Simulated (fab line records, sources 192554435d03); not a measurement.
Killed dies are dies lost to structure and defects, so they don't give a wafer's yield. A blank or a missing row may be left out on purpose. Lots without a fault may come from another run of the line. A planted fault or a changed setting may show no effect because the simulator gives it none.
Split-lot experiment | flow n5_finfet | 7 lots, 21 wafers read, on a route of 1938 steps

THE SPLIT
At N5_PMOS_HMC_CHANNEL_EPI_PEB_07 (peb time 60 s), the setting peb_time_s was moved away from the recipe's 60 s on 8 of the 21 wafers read, by -19.9% to +18.9%. The other wafers ran this setting at the recipe's value.

FROM THE SPLIT TO THE READING: what the file shows between them, 1 step
- N5_PMOS_HMC_CHANNEL_EPI_DEVELOP_08: develop time 30 s (also split here: develop_time_s)

THE READING
cd_nm, in nm, at N5_PMOS_HMC_CHANNEL_EPI_CD_MEAS_09 (target cd 237.4 nm). Fault-free wafers of this fab line usually give 237.8 nm, standard deviation 0.87 nm.

wafer  | tool, chamber at the split | peb_time_s as run, s | against the recipe | cd_nm, nm | against lot-mates on the recipe
L076.1 | litho_track-02, 0          | 60                   | recipe             | 237.9     | -
L076.5 | litho_track-02, 0          | 60                   | recipe             | 235.4     | -
L076.6 | litho_track-02, 0          | 60                   | recipe             | 238.2     | -
L078.2 | litho_track-05, 0          | 71.31                | +18.9%             | 246.1     | +8.0
L078.3 | litho_track-05, 0          | 60                   | recipe             | 238.3     | -
L078.5 | litho_track-05, 0          | 60                   | recipe             | 237.9     | -
L087.1 | litho_track-02, 0          | 68.53                | +14.2%             | 242.6     | +4.6
L087.5 | litho_track-02, 0          | 60                   | recipe             | 238.0     | -
L087.6 | litho_track-02, 0          | 68.53                | +14.2%             | 243.1     | +5.1
L088.1 | litho_track-02, 0          | 65.58                | +9.3%              | 242.7     | +3.4
L088.3 | litho_track-02, 0          | 60                   | recipe             | 239.3     | -
L088.6 | litho_track-02, 0          | 65.58                | +9.3%              | 241.9     | +2.6
L089.4 | litho_track-01, 0          | 60                   | recipe             | 239.2     | -
L089.5 | litho_track-01, 0          | 60                   | recipe             | 239.2     | -
L089.6 | litho_track-01, 0          | 48.07                | -19.9%             | 228.7     | -10.5
L091.1 | litho_track-01, 0          | 52.04                | -13.3%             | 229.5     | -6.4
L091.4 | litho_track-01, 0          | 52.04                | -13.3%             | 230.1     | -5.8
L091.6 | litho_track-01, 0          | 60                   | recipe             | 235.9     | -
L094.2 | litho_track-02, 0          | 60                   | recipe             | 237.4     | -
L094.5 | litho_track-02, 0          | 60                   | recipe             | 236.4     | -
L094.6 | litho_track-02, 0          | 60                   | recipe             | 236.4     | -

THE FIT
A straight line over all 21 wafers: cd_nm changes by +0.467 nm for each +1% of peb_time_s; r = +0.96; the points scatter about the line by 1.2 nm.
The same after taking each lot's own level away (the mean of its wafers on the recipe; 21 wafers): +0.43 nm for each +1%; r = +0.98; scatter 0.82 nm.
On that fit, the largest move of peb_time_s shifts the reading by 8.5 nm.
The lots' own levels span 235.90 to 239.30 nm, that is 3.9 times the standard deviation above.
So the lot-to-lot level changes the slope little: the two slopes agree.
Check: with one of the wafers moved furthest among these (-19.9%) left out of the fit, the line predicts -8.18 nm for it against its lot-mates. It came out at -10.5 nm against them.

OTHER SPLITS ON THESE WAFERS
These wafers also went through other splits before the reading. Each is held against what the fit with the lots' levels taken away leaves over:
other split on the same wafers                    | wafers away from the commonest value | r with cd_nm (lot level and that fit taken away)
N5_ZERO_LAYER_EXPOSE_08 dose_mj                   | 6                                    | +0.03
N5_WELL_APT_COAT_02 spin_rpm                      | 6                                    | -0.04
N5_PMOS_HMC_CHANNEL_EPI_DEVELOP_08 develop_time_s | 6                                    | +0.23

THE WHOLE CHAIN: every reading that the file lists as answering this split, in the file's order
step                               | what it does             | reading                                                                     | change (the file's fit)               | r (the file's)
N5_PMOS_HMC_CHANNEL_EPI_CD_MEAS_09 | target cd 237.4 nm       | cd_nm                                                                       | +0.441 nm for each +1% of the setting | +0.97
N5_PMOS_HMC_CHANNEL_EPI_DESCUM_14  | chemistry O2, time 7.9 s | PMOS_HMC_CHANNEL_EPI.cd_nm (the simulator's own value, which no gauge read) | +0.431 nm for each +1% of the setting | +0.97

THE FILE'S OWN FIT
cd_nm changes by +0.441 nm for each +1% of peb_time_s, r = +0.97.
